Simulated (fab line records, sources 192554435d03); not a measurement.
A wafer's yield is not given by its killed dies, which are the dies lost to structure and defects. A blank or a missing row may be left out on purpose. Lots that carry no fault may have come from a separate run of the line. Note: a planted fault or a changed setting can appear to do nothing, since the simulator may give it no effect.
Which tool is to blame? :: flow n5_finfet :: at 1 step of a route of 1938, 10 lots with 27 wafers sampled

== WHAT EACH GAUGE READ, for each wafer ==
N5_SDB_CD_MEAS_11: the cd target is 50 nm.
lot: L869
measured: day 4 14:18
on: cd_sem-03
cd_nm (nm): 49.3 48.8 49.4

lot: L871
measured: day 5 07:19
on: cd_sem-03
cd_nm (nm): 48.7 49.5 49.9

lot: L872
measured: day 5 09:29
on: cd_sem-02
cd_nm (nm): 49.2 48.7 49.7

lot: L873
measured: day 5 16:30
on: cd_sem-03
cd_nm (nm): 50.0 51.4 50.2

lot: L875
measured: day 6 02:23
on: cd_sem-02
cd_nm (nm): 49.9 49.8 49.7

lot: L876
measured: day 6 09:50
on: cd_sem-03
cd_nm (nm): 49.8 51.2 49.5

lot: L878
measured: day 6 21:49
on: cd_sem-03
cd_nm (nm): 50.3 49.1 50.0

lot: L885
measured: day 8 13:08
on: cd_sem-03
cd_nm (nm): 51.0 50.9

lot: L886
measured: day 8 16:17
on: cd_sem-01
cd_nm (nm): 51.1 50.9

lot: L889
measured: day 9 12:46
on: cd_sem-02
cd_nm (nm): 51.1 51.3

== WHICH TOOL RAN EACH LOT (tool, then ch and the chambers of the sampled wafers, then the start) ==
Record: no process step prior to these readings.

== THE ANSWER, worked out from the rows above alone ==
Rule: the usual values come from the lots themselves. The widest of any qualifying gaps counts: lots, ordered by their means at a reading, are off when they make up no more than a third of the lots, leave a main group of 4 or more, and stand apart from it by 3 or more times the standard deviation of that group's means. A main group is skipped when, at the precision printed for the reading in the tables above, its means are all equal. Also off: a lot with no number at a reading for which 4 or more lots have one. Any other lot the step has rows for is counted as sound.
None of the lots is off at any reading shown; this tells nothing.

== WHAT THE SIMULATOR HAD PUT IN ==
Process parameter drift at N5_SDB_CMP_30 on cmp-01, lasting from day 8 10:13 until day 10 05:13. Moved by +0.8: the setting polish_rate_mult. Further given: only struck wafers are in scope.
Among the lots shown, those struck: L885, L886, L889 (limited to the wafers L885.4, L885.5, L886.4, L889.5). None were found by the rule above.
